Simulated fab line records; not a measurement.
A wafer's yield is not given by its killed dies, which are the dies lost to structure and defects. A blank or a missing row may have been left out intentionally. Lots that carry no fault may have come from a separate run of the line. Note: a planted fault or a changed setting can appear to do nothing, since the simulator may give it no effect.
Chamber matching | flow n5-finfet | ald-metal-04 running N5_BEOL_M7_ALD_77: 4 sister chambers
The step deposits TaN, target thk 2 nm, pulse time 2 s, purge time 3 s. 8 wafers are shown with their chamber, then 7 later ones without.

WAFERS WITH THEIR CHAMBER
wafer  | chamber | heater-power-w (W) | precursor-vessel-temp-c (C)
L312.5 | 1       | 339                | 74.96
L317.5 | 2       | 411                | 74.90
L317.6 | 3       | 464                | 75.13
L321.3 | 0       | 408                | 74.96
L321.4 | 3       | 466                | 74.98
L321.5 | 1       | 333                | 75.20
L329.2 | 2       | 399                | 74.87
L329.4 | 0       | 414                | 74.99

WAFERS WITH NO CHAMBER GIVEN
wafer  | heater-power-w (W) | precursor-vessel-temp-c (C)
L329.6 | 456                | 74.96
L330.1 | 419                | 75.23
L330.4 | 403                | 75.27
L330.5 | 346                | 75.06
L332.4 | 336                | 75.01
L332.5 | 409                | 75.06
L332.6 | 342                | 75.25

WHICH CHAMBER EACH WENT THROUGH
wafer  | from the rows above     | in truth
L329.6 | 3                       | 3
L330.1 | can't be placed: 0 or 2 | 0
L330.4 | can't be placed: 0 or 2 | 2
L330.5 | 1                       | 1
L332.4 | 1                       | 1
L332.5 | can't be placed: 0 or 2 | 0
L332.6 | 1                       | 1
Correctly placed: 4 of 7. Unplaceable from these rows: 3, with the true chamber sitting among the candidates in 3. Number placed wrongly: 0.
How it was worked out, from the rows above alone: a wafer's distance from a chamber is the root of the sum, over the readings, of the square of ((its reading less the chamber's mean) divided by the reading's scatter). The wafer belongs to the nearest chamber; if the next one is less than 2 further off, it can't be placed. A chamber's mean is the mean of its shown wafers. The scatter is the square root of a quotient: the sum, over the shown wafers, of each reading's squared deviation from its chamber's mean, divided by wafers minus chambers.
